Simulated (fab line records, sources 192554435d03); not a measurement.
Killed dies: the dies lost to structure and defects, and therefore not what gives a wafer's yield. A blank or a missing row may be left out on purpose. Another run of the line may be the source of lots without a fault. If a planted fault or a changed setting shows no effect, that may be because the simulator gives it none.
Comparing a struck lot with a sound one	flow n5 finfet	19 steps out of a route of 1938
Sound: the wafers L290.1, L290.3, L290.5. Struck: wafer L297.4 (L297.3, L297.6, from the same lot, were not struck and are left out); the cause is given at the end.
At each step with rows: each side's tool, then ch and its chambers, then its first start. Under that, the readings that differ: sound wafers	struck wafers	difference of the means	sigmas: that difference in standard deviations of wafers without a fault.
alike: words and numbers the same on both sides, and readings whose means are apart by under 2 such deviations; not compared: readings that were withheld, readings missing a value for some wafer, numbers with overlapping values and no deviation given by the record, and bounds like >300 which may hide the same value.
The two part at a step that has a row with sigmas, a row that says differs or no value, or rows on one side only. Numbers that don't overlap but have no deviation are shown without sigmas and don't part them. A reading missing from all wafers of one side parts the sides only when that side holds two or more wafers.

first, 3 steps without rows for these wafers: N5_WELL_APT_PRECLEAN_36 (cleans in O3/DIW, time 45 s); N5_WELL_APT_PRECLEAN_39 (cleans in dHF, time 60 s); N5_WELL_APT_SRD_37 (time 30 s).
N5_WELL_APT_EPI_41: deposits Si from SiH4/H2, target thk 50 nm, time 297.7 s.
  sound on epi rpcvd-01 ch 0, day 4 16:55; struck on epi rpcvd-04 ch 0, day 6 10:40
  alike: throttle valve pct
N5_WELL_APT_INSPECT_38: inspects for defects (darkfield).
  sound on defect inspect-02 at day 4 17:33; struck on defect inspect-02 at day 6 11:14
  alike: raw defect count
N5_PMOS_HMC_CHANNEL_EPI_HM_DEP_34: deposits SiO2 from TEOS/O2, target thk 36 nm, time 6.9 s.
  sound on pecvd-04 ch 0,1,2, day 4 17:35; struck on pecvd-02 ch 1, day 6 11:17
  alike: heater power w, showerhead plenum p Torr, throttle valve pct
then, 6 steps without rows for these wafers: N5_PMOS_HMC_CHANNEL_EPI_COAT_31 (time 60 s, resist thk 66 nm); N5_PMOS_HMC_CHANNEL_EPI_COAT_03 (resist thk 205 nm); N5_PMOS_HMC_CHANNEL_EPI_EBR_05; N5_PMOS_HMC_CHANNEL_EPI_SOFTBAKE_04 (time 60 s); N5_PMOS_HMC_CHANNEL_EPI_EXPOSE_06 (exposes mask PMOS HMC BLK, target cd 240 nm); N5_PMOS_HMC_CHANNEL_EPI_PEB_07 (peb time 60 s).
N5_PMOS_HMC_CHANNEL_EPI_DEVELOP_08: develop time 30 s.
  sound on litho track-02 ch 0, day 4 17:56; struck on litho track-03 ch 0, day 6 11:37
  alike: exhaust pa
N5_PMOS_HMC_CHANNEL_EPI_CD_MEAS_09 targets a cd of 237.4 nm.
  sound on cd sem-02 ch 0, day 4 17:59; struck on cd sem-02 ch 0, day 6 11:41
  alike: cd nm
N5_PMOS_HMC_CHANNEL_EPI_OVL_MEAS_10:
  sound on overlay-02 ch 0, day 4 18:01; struck on overlay-01 ch 0, day 6 11:43
reading	sound	struck	difference	sigmas
PMOS_HMC_BLK_OVL (nm)	0.6 0.0 -1.3	1.2	+1.4	+2
N5_PMOS_HMC_CHANNEL_EPI_INSPECT_11: inspects for defects (macro).
  sound on defect inspect-01 at day 4 18:02; struck on defect inspect-02 at day 6 11:44
  alike: raw defect count
N5_PMOS_HMC_CHANNEL_EPI_DESCUM_14: chemistry O2, time 7.9 s.
  sound on rie diel-01 ch 2,3, day 4 18:16; struck on rie diel-02 ch 3, day 6 11:46
reading	sound	struck	difference	sigmas
model.PMOS_HMC_CHANNEL_EPI.cd nm (nm)	236.8 237 238.1	238.5	+1.2	
  alike: drypump motor current A, oes product au, rf vpp V, showerhead plenum p Torr, throttle valve pct
  not compared: rf hours counter h
N5_PMOS_HMC_CHANNEL_EPI_ETCH_32: etches BARC in N2/H2, stops on SiO2, target depth 85.8 nm, time 50.3 s.
  sound on rie diel-01 ch 2,3, day 4 18:17; struck on rie diel-02 ch 3, day 6 11:49
  alike: drypump motor current A, oes product au, rf vpp V, showerhead plenum p Torr, throttle valve pct
  not compared: rf hours counter h
-- here the record skips 14 days between the struck wafers' starts before and after, leaving off in module PMOS_HMC_CHANNEL_EPI and picking up in module PASSIVATION (first step shown: number 1936 of the route) --
N5_PASSIVATION_PROBE_49:
  sound on prober-02 at day 17 09:55; struck on prober-01 at day 20 05:11
reading	sound	struck	difference	sigmas
killed_at_M0_to_M3	40 27 41	59	+23	+2
  alike: killed_at_M4_up, killed at contacts, killed at front end, killed at other, killed dies, killed on rim, killed open, killed short

## WHERE THEY PART
Earliest at N5_PMOS_HMC_CHANNEL_EPI_OVL_MEAS_10; latest, in this record, at N5_PASSIVATION_PROBE_49.

WHY: whatever the simulator had introduced
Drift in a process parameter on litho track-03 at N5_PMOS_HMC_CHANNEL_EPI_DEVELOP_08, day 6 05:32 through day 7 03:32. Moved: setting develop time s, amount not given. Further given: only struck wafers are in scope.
